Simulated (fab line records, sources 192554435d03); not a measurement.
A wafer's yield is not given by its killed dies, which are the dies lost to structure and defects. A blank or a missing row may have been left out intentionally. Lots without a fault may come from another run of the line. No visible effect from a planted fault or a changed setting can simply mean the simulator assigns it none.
Chamber matching | flow n5 finfet | N5_BEOL_M4_ETCH_70 on rie diel-04: 4 sister chambers
The step etches SOC in N2/H2, target depth 80 nm, overetch 24 nm, time 130 s. 4 wafers are shown with their chamber, then 8 later ones without.

## WAFERS PAIRED WITH THEIR CHAMBERS
wafer  | chamber | throttle valve pct (%)
L082.2 | 0       | 17.28
L086.3 | 1       | 18.02
L086.5 | 3       | 17.87
L091.2 | 2       | 17.55

## WAFERS WITHOUT THEIR CHAMBER
wafer  | throttle valve pct (%)
L091.5 | 17.54
L091.6 | 18.05
L092.1 | 17.56
L092.4 | 17.31
L092.6 | 17.32
L090.2 | 17.87
L090.5 | 18.06
L090.6 | 17.58

## WHICH CHAMBER EACH WENT THROUGH
wafer  | from the rows above | in truth
L091.5 | 2                   | 2
L091.6 | 1                   | 1
L092.1 | 2                   | 2
L092.4 | 0                   | 0
L092.6 | 0                   | 0
L090.2 | 3                   | 3
L090.5 | 1                   | 1
L090.6 | 2                   | 2
8 of 8 placed correctly. Number that these rows cannot place: 0. Number placed wrongly: 0.
How it was worked out, from the rows above alone: a wafer's distance from a chamber is the root of the sum, over the readings, of the square of ((its reading less the chamber's mean) divided by the reading's scatter). The wafer belongs to the nearest chamber; if the next one is less than 2 further off, it can't be placed. The mean given for a chamber averages the wafers shown for that chamber. The scatter (one wafer shown for each chamber): square how far every hidden wafer sits from the nearest shown wafer, average those squares and take the square root.
